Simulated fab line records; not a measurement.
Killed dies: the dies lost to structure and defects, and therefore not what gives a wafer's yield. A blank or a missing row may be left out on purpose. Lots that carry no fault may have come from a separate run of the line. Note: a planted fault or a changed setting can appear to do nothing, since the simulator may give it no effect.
Matching of chambers + flow n5Finfet + N5_BEOL_M9_STRIP_19 on rieDiel-05 has 4 sister chambers
The step strips in O2. 18 wafers are shown with their chamber, then 9 later ones without.

== WAFERS WITH THEIR CHAMBER ==
| wafer  | chamber | showerheadPlenumPTorr (Torr) | throttleValvePct (%) | drypumpMotorCurrentA (A) |
|--------|---------|------------------------------|----------------------|--------------------------|
| L075.2 | 2       | 2.15                         | 16.5                 | 5.6                      |
| L075.3 | 3       | 2.04                         | 15.9                 | 5.0                      |
| L075.4 | 3       | 2.04                         | 15.9                 | 5.0                      |
| L077.2 | 3       | 2.04                         | 15.9                 | 5.0                      |
| L077.4 | 3       | 2.04                         | 15.9                 | 5.0                      |
| L077.5 | 0       | 2.12                         | 16.1                 | 5.5                      |
| L078.1 | 0       | 2.12                         | 16.1                 | 5.6                      |
| L078.2 | 3       | 2.04                         | 15.9                 | 5.0                      |
| L078.4 | 3       | 2.04                         | 15.9                 | 5.0                      |
| L081.2 | 3       | 2.04                         | 15.9                 | 5.0                      |
| L081.3 | 2       | 2.15                         | 16.5                 | 5.7                      |
| L081.5 | 0       | 2.12                         | 16.1                 | 5.6                      |
| L083.1 | 3       | 2.03                         | 15.9                 | 5.0                      |
| L083.2 | 0       | 2.12                         | 16.2                 | 5.5                      |
| L083.5 | 3       | 2.03                         | 15.9                 | 5.0                      |
| L084.1 | 0       | 2.12                         | 16.2                 | 5.5                      |
| L084.2 | 1       | 2.24                         | 16.2                 | 5.8                      |
| L084.4 | 1       | 2.24                         | 16.2                 | 5.8                      |

SIGNATURES (averages over the wafers above)
| reading               | chamber 0 | chamber 1 | chamber 2 | chamber 3 | scatter within a chamber |
|-----------------------|-----------|-----------|-----------|-----------|--------------------------|
| showerheadPlenumPTorr | 2.1200    | 2.2400    | 2.1500    | 2.0378    | 0.00333                  |
| throttleValvePct      | 16.140    | 16.200    | 16.500    | 15.900    | 0.0293                   |
| drypumpMotorCurrentA  | 5.540     | 5.800     | 5.650     | 5.000     | 0.0348                   |
Rule: a wafer lies at a distance from a chamber equal to the root of the sum of squares, over the readings, of (its reading less the chamber's mean, divided by the reading's scatter). If the next closest chamber is less than 2 further off than the closest, the wafer can't be placed; otherwise it belongs to the closest. How the scatter is found: for the shown wafers, subtract from each reading the mean of its chamber, square and add these, divide the total by (wafers less chambers), then take the root.

== WAFERS WITHOUT THEIR CHAMBER ==
| wafer  | showerheadPlenumPTorr (Torr) | throttleValvePct (%) | drypumpMotorCurrentA (A) |
|--------|------------------------------|----------------------|--------------------------|
| L085.2 | 2.15                         | 16.1                 | 5.6                      |
| L085.5 | 2.24                         | 16.3                 | 5.8                      |
| L085.6 | 2.15                         | 16.1                 | 5.7                      |
| L087.3 | 2.24                         | 16.3                 | 5.8                      |
| L087.4 | 2.11                         | 16.2                 | 5.5                      |
| L087.6 | 2.11                         | 16.2                 | 5.5                      |
| L092.1 | 2.03                         | 15.9                 | 5.0                      |
| L092.3 | 2.11                         | 16.2                 | 5.5                      |
| L092.6 | 2.11                         | 16.2                 | 5.5                      |

== WHICH CHAMBER EACH ONE RAN IN ==
| wafer  | from the rows above | in truth                   |
|--------|---------------------|----------------------------|
| L085.2 | 0                   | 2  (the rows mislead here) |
| L085.5 | 1                   | 1                          |
| L085.6 | 0                   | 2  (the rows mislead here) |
| L087.3 | 1                   | 1                          |
| L087.4 | 0                   | 0                          |
| L087.6 | 0                   | 0                          |
| L092.1 | 3                   | 3                          |
| L092.3 | 0                   | 0                          |
| L092.6 | 0                   | 0                          |
Correct placement for 7 of the 9. Can't be placed from these rows: 0. Wrongly placed: 2.
